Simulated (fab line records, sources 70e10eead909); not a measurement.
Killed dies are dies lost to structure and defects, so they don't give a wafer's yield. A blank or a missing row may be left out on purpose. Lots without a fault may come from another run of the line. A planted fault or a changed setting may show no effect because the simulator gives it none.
Chamber matching | flow nand_harc | NHARC_A_STAIRCASE_DEP_322 on pecvd-04: 3 sister chambers
The step deposits SiO2, target thk 7200 nm. 3 wafers are shown with their chamber, then 7 later ones without.

WAFERS WITH THEIR CHAMBER
wafer  | chamber | heater_power_w (W)
L086.5 | 0       | 684
L089.1 | 2       | 901
L089.2 | 1       | 777

WAFERS WITHOUT THEIR CHAMBER
wafer  | heater_power_w (W)
L089.3 | 811
L094.4 | 709
L094.5 | 652
L094.6 | 692
L096.1 | 876
L096.2 | 763
L096.3 | 819

WHICH CHAMBER EACH WENT THROUGH
wafer  | from the rows above     | in truth
L089.3 | 1                       | 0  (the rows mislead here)
L094.4 | can't be placed: 0 or 1 | 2
L094.5 | 0                       | 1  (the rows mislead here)
L094.6 | 0                       | 0
L096.1 | 2                       | 2
L096.2 | 1                       | 1
L096.3 | can't be placed: 1 or 2 | 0
Placed correctly: 3 of 7. Can't be placed from these rows: 2 (the true chamber is among the candidates in 0). Placed wrongly: 2.
How it was worked out, from the rows above alone: a wafer's distance from a chamber is the root of the sum, over the readings, of the square of ((its reading less the chamber's mean) divided by the reading's scatter). The wafer belongs to the nearest chamber; if the next one is less than 2 further off, it can't be placed. A chamber's mean is the mean of its shown wafers. The scatter: with one shown wafer a chamber, the root of the mean of the squares of how far each hidden wafer lies from its nearest shown one.
